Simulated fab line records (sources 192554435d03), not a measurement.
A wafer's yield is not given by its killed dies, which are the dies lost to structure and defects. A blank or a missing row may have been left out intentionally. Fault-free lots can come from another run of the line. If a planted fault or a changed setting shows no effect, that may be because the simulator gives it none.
Chamber matching :: flow n5 finfet :: 4 sister chambers for N5_BEOL_M7_ETCH_62 on rie diel-04
The step etches SOC in N2/H2, target depth 110 nm, overetch 22 nm, time 165 s. 4 wafers are shown with their chamber, then 9 later ones without.

## WAFERS, EACH WITH ITS CHAMBER
wafer: L081.5
chamber: 3
showerhead plenum p Torr (Torr): 2.64

wafer: L092.2
chamber: 2
showerhead plenum p Torr (Torr): 2.63

wafer: L092.5
chamber: 1
showerhead plenum p Torr (Torr): 2.54

wafer: L092.6
chamber: 0
showerhead plenum p Torr (Torr): 2.49

## WAFERS WITHOUT THEIR CHAMBER
wafer: L095.1
showerhead plenum p Torr (Torr): 2.54

wafer: L095.5
showerhead plenum p Torr (Torr): 2.63

wafer: L095.6
showerhead plenum p Torr (Torr): 2.63

wafer: L097.1
showerhead plenum p Torr (Torr): 2.53

wafer: L097.4
showerhead plenum p Torr (Torr): 2.62

wafer: L097.5
showerhead plenum p Torr (Torr): 2.53

wafer: L096.1
showerhead plenum p Torr (Torr): 2.48

wafer: L096.2
showerhead plenum p Torr (Torr): 2.53

wafer: L096.3
showerhead plenum p Torr (Torr): 2.62

## CHAMBER TAKEN BY EACH
wafer: L095.1
from the rows above: 1
in truth: 1

wafer: L095.5
from the rows above: can't be placed: 2 or 3
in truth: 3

wafer: L095.6
from the rows above: can't be placed: 2 or 3
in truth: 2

wafer: L097.1
from the rows above: 1
in truth: 1

wafer: L097.4
from the rows above: can't be placed: 2 or 3
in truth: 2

wafer: L097.5
from the rows above: 1
in truth: 1

wafer: L096.1
from the rows above: 0
in truth: 0

wafer: L096.2
from the rows above: 1
in truth: 1

wafer: L096.3
from the rows above: can't be placed: 2 or 3
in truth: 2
Correct placement for 5 of the 9. Cannot be placed on the basis of these rows: 4; the candidates contain the true chamber in 4. Placed wrongly: 0.
How it was worked out, from the rows above alone: a wafer's distance from a chamber is the root of the sum, over the readings, of the square of ((its reading less the chamber's mean) divided by the reading's scatter). If the next closest chamber is less than 2 further off than the closest, the wafer can't be placed; otherwise it belongs to the closest. A chamber's mean is the mean of its shown wafers. The scatter (one wafer shown for each chamber): square how far every hidden wafer sits from the nearest shown wafer, average those squares and take the square root.
